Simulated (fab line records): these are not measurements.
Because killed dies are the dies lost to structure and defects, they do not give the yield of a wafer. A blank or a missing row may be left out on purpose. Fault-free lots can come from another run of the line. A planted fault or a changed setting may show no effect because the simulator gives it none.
Chamber matching    flow n5 finfet    4 sister chambers for N5_FIN_SAQP_ETCH_69 on rie diel-01
The step etches SOC in N2/H2, stops on SiNx, target depth 150 nm. 8 wafers are shown with their chamber, then 8 later ones without.

WAFERS, EACH WITH ITS CHAMBER
wafer   chamber  drypump motor current A (A)  oes product au (a.u.)
L075.6  3        5.3                          0.75
L076.3  0        6.4                          0.86
L081.3  2        5.0                          0.76
L081.5  1        5.2                          0.94
L084.1  3        5.4                          0.74
L084.2  0        6.3                          0.84
L084.6  2        4.9                          0.76
L086.1  1        5.2                          0.90

WAFERS MISSING THEIR CHAMBER
wafer   drypump motor current A (A)  oes product au (a.u.)
L086.3  6.4                          0.83
L086.6  5.0                          0.74
L089.2  5.0                          0.74
L089.3  5.2                          0.88
L089.4  6.3                          0.81
L090.1  5.3                          0.72
L090.4  5.2                          0.88
L090.5  6.4                          0.80

EACH ONE'S CHAMBER
wafer   from the rows above  in truth
L086.3  0                    0
L086.6  2                    2
L089.2  2                    2
L089.3  1                    1
L089.4  0                    0
L090.1  3                    3
L090.4  1                    1
L090.5  0                    0
Placed correctly: 8 of 8. Number that these rows cannot place: 0. 0 placed wrongly.
How it was worked out, from the rows above alone: a wafer's distance from a chamber is the root of the sum, over the readings, of the square of ((its reading less the chamber's mean) divided by the reading's scatter). The wafer belongs to the nearest chamber; if the next one is less than 2 further off, it can't be placed. A chamber's mean is the mean of its shown wafers. The scatter: the root of (the sum of the squares of (reading less its chamber's mean) over the shown wafers, divided by (wafers less chambers)).
